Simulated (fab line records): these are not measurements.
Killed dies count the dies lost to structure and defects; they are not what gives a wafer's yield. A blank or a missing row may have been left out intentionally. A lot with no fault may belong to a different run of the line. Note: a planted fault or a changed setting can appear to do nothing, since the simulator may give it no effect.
Split-lot study || flow n5Finfet || 7 lots, 39 wafers read, on a route of 1938 steps

== ON THE SPLIT ==
At N5_FIN_SAQP_SPACER1_ALD_24 (deposits SiO2, target thk 20.3 nm, pulse time 1 s, purge time 2 s), the setting aldCycles was moved away from the recipe's 218 on 12 of the 39 wafers read, by -43.6% to +41.7%. The other wafers ran this setting at the recipe's value.

== FROM THE SPLIT TO THE READING: what the file shows between them, 2 steps ==
- N5_FIN_SAQP_SPACER1_ETCHBACK_25: etches SiO2 in CHF3/O2, target depth 24.4 nm, time 12.2 s
- N5_FIN_SAQP_MANDREL1_REMOVE_56: chemistry HBr/Cl2/O2, target a-Si, stops on SiNx, bt time 10 s

== THE READING ==
cdNm, in nm, at N5_FIN_SAQP_CD_MEAS_27 (target cd 20 nm). Typical for fault-free wafers on this fab line: 20.32 nm, with standard deviation 0.26 nm.

{"wafer": "L077.1", "tool, chamber at the split": "aldSin-04, 1,2", "aldCycles as run": 218, "against the recipe": "recipe", "cdNm, nm": 20.19, "against lot-mates on the recipe": "-"}
{"wafer": "L077.2", "tool, chamber at the split": "aldSin-04, 0,2,3", "aldCycles as run": 304, "against the recipe": "+39.4%", "cdNm, nm": 27.98, "against lot-mates on the recipe": "+7.91"}
{"wafer": "L077.3", "tool, chamber at the split": "aldSin-04, 0,2,3", "aldCycles as run": 304, "against the recipe": "+39.4%", "cdNm, nm": 27.86, "against lot-mates on the recipe": "+7.79"}
{"wafer": "L077.4", "tool, chamber at the split": "aldSin-04, 0,2,3", "aldCycles as run": 304, "against the recipe": "+39.4%", "cdNm, nm": 28.18, "against lot-mates on the recipe": "+8.11"}
{"wafer": "L077.5", "tool, chamber at the split": "aldSin-04, 1,2", "aldCycles as run": 218, "against the recipe": "recipe", "cdNm, nm": 19.89, "against lot-mates on the recipe": "-"}
{"wafer": "L077.6", "tool, chamber at the split": "aldSin-04, 3", "aldCycles as run": 218, "against the recipe": "recipe", "cdNm, nm": 20.14, "against lot-mates on the recipe": "-"}
{"wafer": "L081.1", "tool, chamber at the split": "aldSin-02, 3", "aldCycles as run": 307, "against the recipe": "+40.8%", "cdNm, nm": 29.05, "against lot-mates on the recipe": "+8.82"}
{"wafer": "L081.2", "tool, chamber at the split": "aldSin-02, 0,1", "aldCycles as run": 307, "against the recipe": "+40.8%", "cdNm, nm": 28.44, "against lot-mates on the recipe": "+8.21"}
{"wafer": "L081.3", "tool, chamber at the split": "aldSin-02, 0,1", "aldCycles as run": 307, "against the recipe": "+40.8%", "cdNm, nm": 28.67, "against lot-mates on the recipe": "+8.44"}
{"wafer": "L081.4", "tool, chamber at the split": "aldSin-02, 2,3", "aldCycles as run": 218, "against the recipe": "recipe", "cdNm, nm": 20.11, "against lot-mates on the recipe": "-"}
{"wafer": "L081.5", "tool, chamber at the split": "aldSin-02, 2", "aldCycles as run": 218, "against the recipe": "recipe", "cdNm, nm": 20.23, "against lot-mates on the recipe": "-"}
{"wafer": "L081.6", "tool, chamber at the split": "aldSin-02, 2,3", "aldCycles as run": 218, "against the recipe": "recipe", "cdNm, nm": 20.34, "against lot-mates on the recipe": "-"}
{"wafer": "L082.1", "tool, chamber at the split": "aldSin-04, 2", "aldCycles as run": 218, "against the recipe": "recipe", "cdNm, nm": 20.19, "against lot-mates on the recipe": "-"}
{"wafer": "L082.2", "tool, chamber at the split": "aldSin-04, 0", "aldCycles as run": 218, "against the recipe": "recipe", "cdNm, nm": 19.87, "against lot-mates on the recipe": "-"}
{"wafer": "L082.3", "tool, chamber at the split": "aldSin-04, 3,1,2", "aldCycles as run": 309, "against the recipe": "+41.7%", "cdNm, nm": 28.70, "against lot-mates on the recipe": "+8.69"}
{"wafer": "L082.4", "tool, chamber at the split": "aldSin-04, 3,1,2", "aldCycles as run": 309, "against the recipe": "+41.7%", "cdNm, nm": 29.01, "against lot-mates on the recipe": "+9.00"}
{"wafer": "L082.5", "tool, chamber at the split": "aldSin-04, 3", "aldCycles as run": 218, "against the recipe": "recipe", "cdNm, nm": 19.97, "against lot-mates on the recipe": "-"}
{"wafer": "L082.6", "tool, chamber at the split": "aldSin-04, 3,1,2", "aldCycles as run": 309, "against the recipe": "+41.7%", "cdNm, nm": 28.65, "against lot-mates on the recipe": "+8.64"}
{"wafer": "L083.1", "tool, chamber at the split": "aldSin-02, 0,1,1", "aldCycles as run": 218, "against the recipe": "recipe", "cdNm, nm": 20.16, "against lot-mates on the recipe": "-"}
{"wafer": "L083.3", "tool, chamber at the split": "aldSin-02, 0,1,1", "aldCycles as run": 218, "against the recipe": "recipe", "cdNm, nm": 20.81, "against lot-mates on the recipe": "-"}
{"wafer": "L083.6", "tool, chamber at the split": "aldSin-02, 0,1,1", "aldCycles as run": 218, "against the recipe": "recipe", "cdNm, nm": 20.54, "against lot-mates on the recipe": "-"}
{"wafer": "L089.1", "tool, chamber at the split": "aldSin-04, 1", "aldCycles as run": 218, "against the recipe": "recipe", "cdNm, nm": 20.44, "against lot-mates on the recipe": "-"}
{"wafer": "L089.2", "tool, chamber at the split": "aldSin-04, 3,0", "aldCycles as run": 218, "against the recipe": "recipe", "cdNm, nm": 19.95, "against lot-mates on the recipe": "-"}
{"wafer": "L089.3", "tool, chamber at the split": "aldSin-04, 0,3", "aldCycles as run": 123, "against the recipe": "-43.6%", "cdNm, nm": 11.45, "against lot-mates on the recipe": -8.69}
{"wafer": "L089.4", "tool, chamber at the split": "aldSin-04, 0,3", "aldCycles as run": 123, "against the recipe": "-43.6%", "cdNm, nm": 11.07, "against lot-mates on the recipe": -9.07}
{"wafer": "L089.5", "tool, chamber at the split": "aldSin-04, 1", "aldCycles as run": 123, "against the recipe": "-43.6%", "cdNm, nm": 11.57, "against lot-mates on the recipe": -8.57}
{"wafer": "L089.6", "tool, chamber at the split": "aldSin-04, 3,0", "aldCycles as run": 218, "against the recipe": "recipe", "cdNm, nm": 20.03, "against lot-mates on the recipe": "-"}
{"wafer": "L090.1", "tool, chamber at the split": "aldSin-03, 1,3,1", "aldCycles as run": 218, "against the recipe": "recipe", "cdNm, nm": 19.97, "against lot-mates on the recipe": "-"}
{"wafer": "L090.2", "tool, chamber at the split": "aldSin-03, 1,3,1", "aldCycles as run": 218, "against the recipe": "recipe", "cdNm, nm": 20.37, "against lot-mates on the recipe": "-"}
{"wafer": "L090.3", "tool, chamber at the split": "aldSin-03, 0,2,0", "aldCycles as run": 218, "against the recipe": "recipe", "cdNm, nm": 20.25, "against lot-mates on the recipe": "-"}
{"wafer": "L090.4", "tool, chamber at the split": "aldSin-03, 0,2,0", "aldCycles as run": 218, "against the recipe": "recipe", "cdNm, nm": 20.54, "against lot-mates on the recipe": "-"}
{"wafer": "L090.5", "tool, chamber at the split": "aldSin-03, 0,2,0", "aldCycles as run": 218, "against the recipe": "recipe", "cdNm, nm": 20.03, "against lot-mates on the recipe": "-"}
{"wafer": "L090.6", "tool, chamber at the split": "aldSin-03, 1,3,1", "aldCycles as run": 218, "against the recipe": "recipe", "cdNm, nm": 20.11, "against lot-mates on the recipe": "-"}
{"wafer": "L091.1", "tool, chamber at the split": "aldSin-02, 3,0,2,1,3,2", "aldCycles as run": 218, "against the recipe": "recipe", "cdNm, nm": 20.20, "against lot-mates on the recipe": "-"}
{"wafer": "L091.2", "tool, chamber at the split": "aldSin-02, 3,0,2,1,3,2", "aldCycles as run": 218, "against the recipe": "recipe", "cdNm, nm": 20.33, "against lot-mates on the recipe": "-"}
{"wafer": "L091.3", "tool, chamber at the split": "aldSin-02, 3,0,2,1,3,2", "aldCycles as run": 218, "against the recipe": "recipe", "cdNm, nm": 20.38, "against lot-mates on the recipe": "-"}
{"wafer": "L091.4", "tool, chamber at the split": "aldSin-02, 3,0,2,1,3,2", "aldCycles as run": 218, "against the recipe": "recipe", "cdNm, nm": 20.48, "against lot-mates on the recipe": "-"}
{"wafer": "L091.5", "tool, chamber at the split": "aldSin-02, 3,0,2,1,3,2", "aldCycles as run": 218, "against the recipe": "recipe", "cdNm, nm": 20.55, "against lot-mates on the recipe": "-"}
{"wafer": "L091.6", "tool, chamber at the split": "aldSin-02, 3,0,2,1,3,2", "aldCycles as run": 218, "against the recipe": "recipe", "cdNm, nm": 20.45, "against lot-mates on the recipe": "-"}
When a row names more than one chamber, that row covers several wafers, and the file does not tell which wafer ran in which chamber.

FIT RESULTS
A straight line over all 39 wafers: cdNm changes by +0.203 nm for each +1% of aldCycles; r = +1.00; the points scatter about the line by 0.24 nm.
The same after taking each lot's own level away (the mean of its wafers on the recipe; 39 wafers): +0.205 nm for each +1%; r = +1.00; scatter 0.21 nm.
That fit puts the effect of the largest move of aldCycles on the reading at 8.9 nm.
The lots' own levels span 20.010 to 20.503 nm, that is 1.9 times the standard deviation above.
The two slopes agree, so the slope changes little with the lot-to-lot level.
Check: for one of the wafers moved furthest among these (-43.6%), held out of the fit, the line's prediction against its lot-mates is -8.94 nm. It came out at -8.69 nm against them.

== THE WHOLE CHAIN: every reading that the file lists as answering this split, in the file's order ==
{"step": "N5_FIN_SAQP_SPACER1_ALD_24", "what it does": "deposits SiO2, target thk 20.3 nm, pulse time 1 s, purge time 2 s", "reading": "SiO2_of_FIN_SAQP_SPACER1_ALD_24.thkNm (the simulator's own value, which no gauge read)", "change (the file's fit)": "+0.203 nm for each +1% of the setting", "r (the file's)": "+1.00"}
{"step": "N5_FIN_SAQP_MANDREL1_REMOVE_56", "what it does": "chemistry HBr/Cl2/O2, target a-Si, stops on SiNx, bt time 10 s", "reading": "FIN_SAQP.cdNm (the simulator's own value, which no gauge read)", "change (the file's fit)": "+0.204 nm for each +1% of the setting", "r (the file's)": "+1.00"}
{"step": "N5_FIN_SAQP_CD_MEAS_27", "what it does": "target cd 20 nm", "reading": "cdNm", "change (the file's fit)": "+0.205 nm for each +1% of the setting", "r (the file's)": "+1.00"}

== FILE'S OWN FIT ==
cdNm changes by +0.205 nm for each +1% of aldCycles, r = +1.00.
